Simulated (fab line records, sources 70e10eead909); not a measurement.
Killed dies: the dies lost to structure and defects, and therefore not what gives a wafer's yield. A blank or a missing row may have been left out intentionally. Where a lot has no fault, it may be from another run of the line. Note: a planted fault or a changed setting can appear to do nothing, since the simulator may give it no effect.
A sampling plan put to the test | flow nandHarc | one fab line, 47 faults that these records tell of, each judged on the records of the lots that it struck; 1 more is left out, because the records don't allow judging it
The line's own looks make up the plan; these are the steps of the route where a gauge or inspection reads the wafer and leaves it unchanged. Where struck wafers have a number at a look and the file lists that look's usual mean and standard deviation on fault-free wafers, the look can be judged. Caught: 4 or more of those standard deviations (sigma) separate the usual mean from the mean of the struck wafers at a look after the fault's first step. On the tool: here the same test is run on the tool's own readings at the fault's steps. Also counted as caught: the struck wafers showing another recipe, or a record that is empty for them alone.

THE FAULTS, as the simulator had put them in
1. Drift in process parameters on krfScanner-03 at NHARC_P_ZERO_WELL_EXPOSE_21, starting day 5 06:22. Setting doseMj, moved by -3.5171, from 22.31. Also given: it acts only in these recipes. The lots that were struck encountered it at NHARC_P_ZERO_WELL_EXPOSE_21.
2. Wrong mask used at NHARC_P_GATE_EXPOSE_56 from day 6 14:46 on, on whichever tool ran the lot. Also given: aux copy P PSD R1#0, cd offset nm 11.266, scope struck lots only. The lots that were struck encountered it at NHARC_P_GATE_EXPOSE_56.
3. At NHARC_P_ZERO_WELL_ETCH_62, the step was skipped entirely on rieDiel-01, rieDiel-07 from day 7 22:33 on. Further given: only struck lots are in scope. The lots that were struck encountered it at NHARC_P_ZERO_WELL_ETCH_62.
4. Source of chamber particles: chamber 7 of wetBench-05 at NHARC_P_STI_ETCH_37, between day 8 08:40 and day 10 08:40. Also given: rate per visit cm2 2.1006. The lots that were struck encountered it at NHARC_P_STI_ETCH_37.
5. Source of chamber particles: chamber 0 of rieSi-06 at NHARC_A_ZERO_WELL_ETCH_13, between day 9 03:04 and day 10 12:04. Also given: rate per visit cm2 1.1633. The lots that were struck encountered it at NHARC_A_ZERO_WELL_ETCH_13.
6. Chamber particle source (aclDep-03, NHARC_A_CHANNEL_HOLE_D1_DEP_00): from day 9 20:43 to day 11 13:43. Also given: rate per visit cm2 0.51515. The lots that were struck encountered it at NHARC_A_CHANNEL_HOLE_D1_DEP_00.
7. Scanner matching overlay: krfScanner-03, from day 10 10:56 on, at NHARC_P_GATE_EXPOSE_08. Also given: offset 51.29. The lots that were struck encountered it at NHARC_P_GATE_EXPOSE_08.
8. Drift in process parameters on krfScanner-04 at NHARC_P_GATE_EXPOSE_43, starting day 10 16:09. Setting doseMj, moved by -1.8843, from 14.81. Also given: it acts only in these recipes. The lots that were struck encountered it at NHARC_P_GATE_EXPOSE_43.
9. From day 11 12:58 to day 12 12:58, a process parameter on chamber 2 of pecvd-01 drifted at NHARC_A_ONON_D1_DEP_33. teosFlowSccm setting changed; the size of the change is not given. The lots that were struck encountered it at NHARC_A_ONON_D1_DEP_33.
10. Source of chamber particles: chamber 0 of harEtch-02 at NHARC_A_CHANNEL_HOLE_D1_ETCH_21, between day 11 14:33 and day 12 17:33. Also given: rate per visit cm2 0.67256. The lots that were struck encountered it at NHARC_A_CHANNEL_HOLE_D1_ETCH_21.
11. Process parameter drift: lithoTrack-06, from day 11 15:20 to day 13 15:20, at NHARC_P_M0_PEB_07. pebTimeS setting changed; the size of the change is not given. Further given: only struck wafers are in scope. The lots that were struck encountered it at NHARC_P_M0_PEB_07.
12. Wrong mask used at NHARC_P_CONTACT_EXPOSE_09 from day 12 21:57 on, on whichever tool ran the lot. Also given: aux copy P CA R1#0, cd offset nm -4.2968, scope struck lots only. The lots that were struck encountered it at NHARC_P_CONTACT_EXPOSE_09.
13. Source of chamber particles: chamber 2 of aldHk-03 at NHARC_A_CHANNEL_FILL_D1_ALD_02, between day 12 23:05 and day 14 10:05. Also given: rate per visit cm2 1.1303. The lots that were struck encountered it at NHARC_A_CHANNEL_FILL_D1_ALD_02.
14. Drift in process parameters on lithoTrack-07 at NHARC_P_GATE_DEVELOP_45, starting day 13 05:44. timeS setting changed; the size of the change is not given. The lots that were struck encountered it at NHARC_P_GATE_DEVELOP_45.
15. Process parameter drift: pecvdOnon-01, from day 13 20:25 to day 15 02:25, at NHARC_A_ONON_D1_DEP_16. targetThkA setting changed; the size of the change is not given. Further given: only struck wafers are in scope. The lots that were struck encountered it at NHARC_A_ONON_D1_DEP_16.
16. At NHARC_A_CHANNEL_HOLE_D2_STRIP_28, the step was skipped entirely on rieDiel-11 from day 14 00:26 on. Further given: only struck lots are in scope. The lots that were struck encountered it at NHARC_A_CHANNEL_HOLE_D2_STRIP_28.
17. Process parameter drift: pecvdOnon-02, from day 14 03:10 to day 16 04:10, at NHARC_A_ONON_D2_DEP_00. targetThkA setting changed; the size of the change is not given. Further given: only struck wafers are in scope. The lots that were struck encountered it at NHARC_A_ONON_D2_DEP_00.
18. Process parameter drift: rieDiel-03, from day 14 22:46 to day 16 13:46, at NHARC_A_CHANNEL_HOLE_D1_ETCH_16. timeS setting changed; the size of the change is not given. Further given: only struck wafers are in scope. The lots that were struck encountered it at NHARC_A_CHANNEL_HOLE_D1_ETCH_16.
19. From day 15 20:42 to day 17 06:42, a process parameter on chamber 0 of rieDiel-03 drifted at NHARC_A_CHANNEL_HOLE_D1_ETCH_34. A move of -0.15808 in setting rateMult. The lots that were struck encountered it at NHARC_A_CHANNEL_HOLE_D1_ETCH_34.
20. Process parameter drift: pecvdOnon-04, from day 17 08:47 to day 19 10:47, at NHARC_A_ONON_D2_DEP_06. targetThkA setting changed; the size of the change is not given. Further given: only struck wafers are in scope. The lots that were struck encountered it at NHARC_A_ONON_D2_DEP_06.
21. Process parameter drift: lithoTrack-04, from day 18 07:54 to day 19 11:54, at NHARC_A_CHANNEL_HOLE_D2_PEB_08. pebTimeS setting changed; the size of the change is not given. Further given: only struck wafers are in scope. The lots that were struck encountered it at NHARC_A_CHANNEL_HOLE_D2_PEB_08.
22. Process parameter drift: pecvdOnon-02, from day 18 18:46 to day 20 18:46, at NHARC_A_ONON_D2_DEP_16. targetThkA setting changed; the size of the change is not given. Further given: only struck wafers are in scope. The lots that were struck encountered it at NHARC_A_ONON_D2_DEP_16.
23. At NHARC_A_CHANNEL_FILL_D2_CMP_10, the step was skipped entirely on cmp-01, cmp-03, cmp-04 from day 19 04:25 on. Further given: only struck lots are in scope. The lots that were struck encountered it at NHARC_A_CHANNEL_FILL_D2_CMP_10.
24. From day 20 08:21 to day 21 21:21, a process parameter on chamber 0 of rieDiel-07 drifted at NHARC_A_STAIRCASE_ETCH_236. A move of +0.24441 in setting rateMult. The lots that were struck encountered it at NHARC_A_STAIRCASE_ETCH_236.
25. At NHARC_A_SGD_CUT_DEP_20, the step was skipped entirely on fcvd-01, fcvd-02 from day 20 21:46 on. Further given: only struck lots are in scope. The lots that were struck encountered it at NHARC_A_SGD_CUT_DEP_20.
26. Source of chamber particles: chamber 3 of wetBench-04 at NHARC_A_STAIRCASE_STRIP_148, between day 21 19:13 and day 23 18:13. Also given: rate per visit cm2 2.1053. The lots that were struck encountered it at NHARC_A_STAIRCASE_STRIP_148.
27. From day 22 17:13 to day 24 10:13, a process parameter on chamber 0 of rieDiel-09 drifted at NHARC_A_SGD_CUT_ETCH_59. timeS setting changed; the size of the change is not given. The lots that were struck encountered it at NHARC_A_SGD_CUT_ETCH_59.
28. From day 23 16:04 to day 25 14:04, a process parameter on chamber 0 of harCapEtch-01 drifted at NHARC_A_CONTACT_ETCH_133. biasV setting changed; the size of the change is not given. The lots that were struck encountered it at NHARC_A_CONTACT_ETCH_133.
29. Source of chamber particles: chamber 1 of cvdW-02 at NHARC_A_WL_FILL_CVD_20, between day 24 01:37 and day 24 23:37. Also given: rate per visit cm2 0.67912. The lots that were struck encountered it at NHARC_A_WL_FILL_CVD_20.
30. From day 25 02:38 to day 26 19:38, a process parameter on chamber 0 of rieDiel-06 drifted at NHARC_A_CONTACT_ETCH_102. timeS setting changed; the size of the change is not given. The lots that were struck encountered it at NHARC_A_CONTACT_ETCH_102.
31. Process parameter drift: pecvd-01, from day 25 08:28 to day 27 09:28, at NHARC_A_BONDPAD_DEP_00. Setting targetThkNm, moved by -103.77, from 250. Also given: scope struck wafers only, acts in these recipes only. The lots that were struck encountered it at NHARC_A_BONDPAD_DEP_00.
32. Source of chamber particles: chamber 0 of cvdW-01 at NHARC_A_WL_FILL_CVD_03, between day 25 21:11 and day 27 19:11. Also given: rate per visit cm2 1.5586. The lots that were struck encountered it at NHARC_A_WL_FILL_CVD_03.
33. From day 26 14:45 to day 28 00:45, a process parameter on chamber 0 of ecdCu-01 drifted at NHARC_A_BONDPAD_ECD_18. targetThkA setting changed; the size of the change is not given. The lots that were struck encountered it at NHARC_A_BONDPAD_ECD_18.
34. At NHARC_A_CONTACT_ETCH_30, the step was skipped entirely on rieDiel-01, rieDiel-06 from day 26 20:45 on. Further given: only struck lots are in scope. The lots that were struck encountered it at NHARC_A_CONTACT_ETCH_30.
35. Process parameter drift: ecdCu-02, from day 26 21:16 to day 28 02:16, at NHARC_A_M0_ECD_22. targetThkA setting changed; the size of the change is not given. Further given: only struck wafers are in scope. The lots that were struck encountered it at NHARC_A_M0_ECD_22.
36. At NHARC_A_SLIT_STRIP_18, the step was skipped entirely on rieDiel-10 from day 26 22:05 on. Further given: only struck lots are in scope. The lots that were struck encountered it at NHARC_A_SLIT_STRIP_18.
37. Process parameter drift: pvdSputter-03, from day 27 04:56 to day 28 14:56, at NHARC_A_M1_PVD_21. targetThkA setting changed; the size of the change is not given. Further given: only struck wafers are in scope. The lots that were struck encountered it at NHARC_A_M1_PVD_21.
38. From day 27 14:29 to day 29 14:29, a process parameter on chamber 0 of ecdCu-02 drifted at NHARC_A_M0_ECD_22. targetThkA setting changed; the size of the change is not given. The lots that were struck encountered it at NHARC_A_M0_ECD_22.
39. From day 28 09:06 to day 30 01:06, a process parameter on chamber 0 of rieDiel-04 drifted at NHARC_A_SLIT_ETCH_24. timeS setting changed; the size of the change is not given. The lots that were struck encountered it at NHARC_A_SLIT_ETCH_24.
40. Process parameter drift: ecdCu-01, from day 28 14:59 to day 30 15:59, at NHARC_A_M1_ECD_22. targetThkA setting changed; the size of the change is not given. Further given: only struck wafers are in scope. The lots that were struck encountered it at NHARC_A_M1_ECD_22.
41. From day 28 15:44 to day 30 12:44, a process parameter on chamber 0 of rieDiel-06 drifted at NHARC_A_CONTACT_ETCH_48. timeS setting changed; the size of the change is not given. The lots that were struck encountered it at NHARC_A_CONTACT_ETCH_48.
42. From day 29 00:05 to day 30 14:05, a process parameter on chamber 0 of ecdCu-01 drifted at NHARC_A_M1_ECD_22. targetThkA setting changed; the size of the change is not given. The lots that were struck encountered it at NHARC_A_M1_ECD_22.
43. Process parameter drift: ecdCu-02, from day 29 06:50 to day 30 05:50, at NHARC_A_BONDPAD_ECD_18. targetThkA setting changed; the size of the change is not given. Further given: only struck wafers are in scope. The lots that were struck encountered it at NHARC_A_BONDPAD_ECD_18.
44. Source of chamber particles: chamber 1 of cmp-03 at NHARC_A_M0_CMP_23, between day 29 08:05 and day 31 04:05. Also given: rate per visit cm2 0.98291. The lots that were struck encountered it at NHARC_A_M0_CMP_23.
45. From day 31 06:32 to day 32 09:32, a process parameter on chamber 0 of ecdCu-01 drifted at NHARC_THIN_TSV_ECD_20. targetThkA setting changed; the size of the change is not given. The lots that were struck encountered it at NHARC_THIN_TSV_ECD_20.
46. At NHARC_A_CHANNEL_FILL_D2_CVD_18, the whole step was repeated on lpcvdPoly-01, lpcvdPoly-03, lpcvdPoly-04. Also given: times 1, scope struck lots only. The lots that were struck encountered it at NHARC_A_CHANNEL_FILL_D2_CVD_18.
47. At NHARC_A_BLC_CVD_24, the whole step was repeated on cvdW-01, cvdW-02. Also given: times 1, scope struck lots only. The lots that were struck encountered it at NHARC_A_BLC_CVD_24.

WHAT THE PLAN SAW
fault | on the tool itself                               | first look that catches it                      | reading, sigma                                      | median hours from its first step to that look | hours from the fault's start to the first struck lot there | judged looks passed uncaught
1     | exposureDoseMJCm2 -99 or beyond sigma            | NHARC_P_ZERO_WELL_CD_MEAS_24                    | cdNm -17                                            | 0.2                                           | 10                                                         | 0
2     | no reading that can be judged                    | NHARC_P_GATE_CD_MEAS_59                         | cdNm +4.7                                           | 0.2                                           | 7                                                          | 0
3     | the tool's record is blank for the struck wafers | NHARC_END_SORT_01                               | killedAtPeriphery +99 or beyond                     | 547.2                                         | 539                                                        | 0
4     | no reading that can be judged                    | NHARC_P_STI_INSPECT_25                          | rawDefectCount +14                                  | 8.9                                           | 42                                                         | 0
5     | under 2 sigma                                    | NHARC_A_ZERO_WELL_INSPECT_17                    | rawDefectCount +99 or beyond                        | 1.2                                           | 10                                                         | 0
6     | under 2 sigma                                    | NHARC_A_CHANNEL_HOLE_D1_INSPECT_12              | rawDefectCount +99 or beyond                        | 2.0                                           | 6                                                          | 0
7     | no reading that can be judged                    | not the one look that can be judged after it    | -                                                   | -                                             | -                                                          | 1
8     | exposureDoseMJCm2 -99 or beyond sigma            | NHARC_P_GATE_CD_MEAS_46                         | cdNm -9.3                                           | 0.2                                           | 6                                                          | 0
9     | mfcPrecursorSccm -52 sigma                       | NHARC_A_ONON_D1_THK_MEAS_34                     | thkNm -10                                           | 0.4                                           | 3                                                          | 0
10    | under 2 sigma                                    | NHARC_A_CHANNEL_HOLE_D1_INSPECT_40              | rawDefectCount +15                                  | 5.4                                           | 13                                                         | 0
11    | heaterPowerTotalW +66 sigma                      | NHARC_P_M0_CD_MEAS_09                           | cdNm -16                                            | 0.1                                           | 34                                                         | 0
12    | under 2 sigma                                    | NHARC_P_CONTACT_CD_MEAS_12                      | cdNm -5.7                                           | 0.1                                           | 1                                                          | 0
13    | only faintly: heaterPowerW -2.4 sigma            | none of the 2 looks that can be judged after it | strongest: killedAtArray at NHARC_END_SORT_01, +3.8 | -                                             | -                                                          | 2
14    | under 2 sigma                                    | NHARC_END_SORT_01                               | killedAtPeriphery +99 or beyond                     | 449.2                                         | 452                                                        | 0
15    | no reading that can be judged                    | NHARC_A_ONON_D1_THK_MEAS_18                     | thkNm -29                                           | 0.4                                           | 10                                                         | 0
16    | the tool's record is blank for the struck wafers | NHARC_END_SORT_01                               | killedAtArray +36                                   | 281.8                                         | 260                                                        | 0
17    | under 2 sigma                                    | NHARC_A_ONON_D2_THK_MEAS_02                     | thkNm -25                                           | 0.4                                           | 8                                                          | 0
18    | runLengthS -99 or beyond sigma                   | not the one look that can be judged after it    | strongest: killedAtArray at NHARC_END_SORT_01, +3.6 | -                                             | -                                                          | 1
19    | oesProductAu -4.3 sigma                          | NHARC_END_SORT_01                               | killedAtArray +36                                   | 396.2                                         | 425                                                        | 1
20    | under 2 sigma                                    | NHARC_A_ONON_D2_THK_MEAS_08                     | thkNm -56                                           | 0.5                                           | 12                                                         | 0
21    | no reading that can be judged                    | NHARC_A_CHANNEL_HOLE_D2_CD_MEAS_10              | cdNm +9.2                                           | 0.1                                           | 15                                                         | 0
22    | under 2 sigma                                    | NHARC_A_ONON_D2_THK_MEAS_18                     | thkNm -35                                           | 0.5                                           | 14                                                         | 0
23    | the tool's record is blank for the struck wafers | NHARC_END_SORT_01                               | killedAtArray +36                                   | 217.8                                         | 229                                                        | 0
24    | oesProductAu +9.1 sigma                          | NHARC_END_SORT_01                               | killedAtArray +15                                   | 196.0                                         | 210                                                        | 0
25    | no reading that can be judged                    | NHARC_A_SGD_CUT_THK_MEAS_22                     | thkNm -60                                           | 4.8                                           | 35                                                         | 0
26    | no reading that can be judged                    | not the one look that can be judged after it    | strongest: killedAtArray at NHARC_END_SORT_01, +3.0 | -                                             | -                                                          | 1
27    | runLengthS -99 or beyond sigma                   | NHARC_END_SORT_01                               | killedAtArray +35                                   | 131.7                                         | 146                                                        | 0
28    | the tool's record is blank for the struck wafers | not the one look that can be judged after it    | strongest: cdNm at NHARC_A_CONTACT_CD_MEAS_80, -3.5 | -                                             | -                                                          | 1
29    | under 2 sigma                                    | NHARC_END_SORT_01                               | killedAtArray +4.2                                  | 96.4                                          | 96                                                         | 2
30    | runLengthS -9.2 sigma                            | NHARC_END_SORT_01                               | killedAtArray +8.0                                  | 70.3                                          | 90                                                         | 0
31    | under 2 sigma                                    | NHARC_A_BONDPAD_THK_MEAS_30                     | thkNm -31                                           | 0.5                                           | 41                                                         | 0
32    | under 2 sigma                                    | NHARC_END_SORT_01                               | killedAtArray +4.3                                  | 106.8                                         | 112                                                        | 0
33    | no reading that can be judged                    | NHARC_A_BONDPAD_THK_MEAS_20                     | thkNm -30                                           | 1.0                                           | 14                                                         | 0
34    | the tool's record is blank for the struck wafers | NHARC_END_SORT_01                               | killedAtArray +36                                   | 53.4                                          | 58                                                         | 0
35    | no reading that can be judged                    | no look after it can be judged                  | -                                                   | -                                             | -                                                          | 0
36    | the tool's record is blank for the struck wafers | NHARC_END_SORT_01                               | killedAtArray +36                                   | 107.6                                         | 109                                                        | 1
37    | under 2 sigma                                    | NHARC_END_SORT_01                               | sort_bin_2_pct +75                                  | 44.6                                          | 46                                                         | 0
38    | no reading that can be judged                    | NHARC_END_SORT_01                               | sort_bin_2_pct +75                                  | 39.7                                          | 52                                                         | 0
39    | runLengthS -26 sigma                             | NHARC_END_SORT_01                               | killedAtArray +8.6                                  | 109.5                                         | 141                                                        | 0
40    | no reading that can be judged                    | no look after it can be judged                  | -                                                   | -                                             | -                                                          | 0
41    | runLengthS -38 sigma                             | NHARC_END_SORT_01                               | killedAtArray +8.3                                  | 69.6                                          | 82                                                         | 0
42    | under 2 sigma                                    | not the one look that can be judged after it    | -                                                   | -                                             | -                                                          | 1
43    | no reading that can be judged                    | NHARC_END_SORT_01                               | sort_bin_2_pct +75                                  | 37.7                                          | 53                                                         | 0
44    | under 2 sigma                                    | NHARC_A_M0_INSPECT_27                           | rawDefectCount +4.3                                 | 0.5                                           | 36                                                         | 0
45    | no reading that can be judged                    | NHARC_END_SORT_01                               | killedAtOther +99 or beyond                         | 14.3                                          | 21                                                         | 0
46    | under 2 sigma                                    | NHARC_END_SORT_01                               | killedAtArray +36                                   | 250.8                                         | -                                                          | 0
47    | under 2 sigma                                    | no look after it can be judged                  | -                                                   | -                                             | -                                                          | 0
A dash: the fault is not caught, or the number is missing from these records.

Caught at a look: 38 of 47. Caught on the tool: 17 of 47. By one or the other: 40 of 47.
Faults 18, 28 were caught on the tool alone.
Caught at a look alone: faults 2, 4, 5, 6, 10, 12, 14, 15, 17, 20, 21, 22, 25, 29, 31, 32, 33, 37, 38, 43, 44, 45, 46.
Caught by neither: faults 7, 13, 26, 35, 40, 42, 47.

THINNER SAMPLING
In the worst case, this is how late the first struck lot would be measured if the look that catches a fault measured only every second or every third lot, by lot number:
fault | struck lots at that look, in order of time | every lot | every second lot | every third lot
1     | L643, L645                                 | 10 h      | may miss all 2   | may miss all 2
2     | L165                                       | 7 h       | may miss it      | may miss it
3     | L576, L577                                 | 539 h     | 573 h            | may miss all 2
4     | L393                                       | 42 h      | may miss it      | may miss it
5     | L136                                       | 10 h      | may miss it      | may miss it
6     | L924, L925                                 | 6 h       | 13 h             | may miss all 2
8     | L448, L449                                 | 6 h       | 27 h             | may miss all 2
9     | L340, L342                                 | 3 h       | may miss all 2   | may miss all 2
10    | L966, L968                                 | 13 h      | may miss all 2   | may miss all 2
11    | L431                                       | 34 h      | may miss it      | may miss it
12    | L983                                       | 1 h       | may miss it      | may miss it
14    | L282, L283, L284                           | 452 h     | 459 h            | 485 h
15    | L377, L380                                 | 10 h      | 30 h             | may miss all 2
16    | L216, L217                                 | 260 h     | 319 h            | may miss all 2
17    | L227, L228, L229                           | 8 h       | 31 h             | 32 h
19    | L850                                       | 425 h     | may miss it      | may miss it
20    | L120, L123                                 | 12 h      | 38 h             | may miss all 2
21    | L803                                       | 15 h      | may miss it      | may miss it
22    | L165, L167, L168                           | 14 h      | 46 h             | may miss all 3
23    | L559, L558, L560                           | 229 h     | 230 h            | 237 h
24    | L612, L613                                 | 210 h     | 215 h            | may miss all 2
25    | L631, L630                                 | 35 h      | 35 h             | may miss all 2
27    | L385                                       | 146 h     | may miss it      | may miss it
29    | L906                                       | 96 h      | may miss it      | may miss it
30    | L593, L596                                 | 90 h      | 102 h            | may miss all 2
31    | L622                                       | 41 h      | may miss it      | may miss it
32    | L188, L192, L190                           | 112 h     | may miss all 3   | 143 h
33    | L873, L874                                 | 14 h      | 21 h             | may miss all 2
34    | L541, L542                                 | 58 h      | 70 h             | may miss all 2
36    | L676, L677                                 | 109 h     | 123 h            | may miss all 2
37    | L198, L199                                 | 46 h      | 52 h             | may miss all 2
38    | L427, L429                                 | 52 h      | may miss all 2   | may miss all 2
39    | L380                                       | 141 h     | may miss it      | may miss it
41    | L732                                       | 82 h      | may miss it      | may miss it
43    | L126, L125                                 | 53 h      | 61 h             | may miss all 2
44    | L273                                       | 36 h      | may miss it      | may miss it
45    | L311, L312                                 | 21 h      | 26 h             | may miss all 2
Hours count from the start of the fault until the first struck lot that is measured. 4 sigma limit: tested on the pooled struck wafers, so a lone lot may be under it. Other struck lots may not be in these records.

THE LONGEST TIMED WAY FROM STEP TO LOOK
Fault 3: median gap of 547.2 hours between NHARC_P_ZERO_WELL_ETCH_62 and NHARC_END_SORT_01. No look between them can be judged.
